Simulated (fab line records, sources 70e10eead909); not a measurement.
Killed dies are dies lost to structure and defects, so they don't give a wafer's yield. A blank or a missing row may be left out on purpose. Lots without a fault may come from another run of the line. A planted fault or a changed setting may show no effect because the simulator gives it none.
Chamber matching | flow nand_harc | NHARC_P_ZERO_WELL_DESCUM_54 on rie_diel-07: 4 sister chambers
The step chemistry O2, time 3 s. 8 wafers are shown with their chamber, then 7 later ones without.

WAFERS WITH THEIR CHAMBER
wafer  | chamber | showerhead_plenum_p_Torr (Torr) | drypump_motor_current_A (A)
L868.1 | 2       | 1.89                            | 5.9
L868.2 | 1       | 2.02                            | 6.6
L868.5 | 0       | 1.88                            | 5.7
L871.2 | 1       | 2.02                            | 6.6
L871.4 | 3       | 1.80                            | 5.6
L871.6 | 2       | 1.89                            | 5.9
L875.3 | 0       | 1.88                            | 5.8
L875.4 | 3       | 1.79                            | 5.7

WAFERS WITHOUT THEIR CHAMBER
wafer  | showerhead_plenum_p_Torr (Torr) | drypump_motor_current_A (A)
L875.5 | 1.79                            | 5.7
L880.1 | 1.88                            | 5.9
L880.2 | 1.79                            | 5.7
L880.6 | 1.79                            | 5.7
L883.3 | 1.78                            | 5.7
L883.4 | 1.87                            | 5.8
L883.5 | 1.78                            | 5.7

WHICH CHAMBER EACH WENT THROUGH
wafer  | from the rows above     | in truth
L875.5 | 3                       | 3
L880.1 | can't be placed: 2 or 0 | 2
L880.2 | 3                       | 3
L880.6 | 3                       | 3
L883.3 | 3                       | 3
L883.4 | 0                       | 0
L883.5 | 3                       | 3
Placed correctly: 6 of 7. Can't be placed from these rows: 1 (the true chamber is among the candidates in 1). Placed wrongly: 0.
How it was worked out, from the rows above alone: a wafer's distance from a chamber is the root of the sum, over the readings, of the square of ((its reading less the chamber's mean) divided by the reading's scatter). The wafer belongs to the nearest chamber; if the next one is less than 2 further off, it can't be placed. A chamber's mean is the mean of its shown wafers. The scatter: the root of (the sum of the squares of (reading less its chamber's mean) over the shown wafers, divided by (wafers less chambers)).
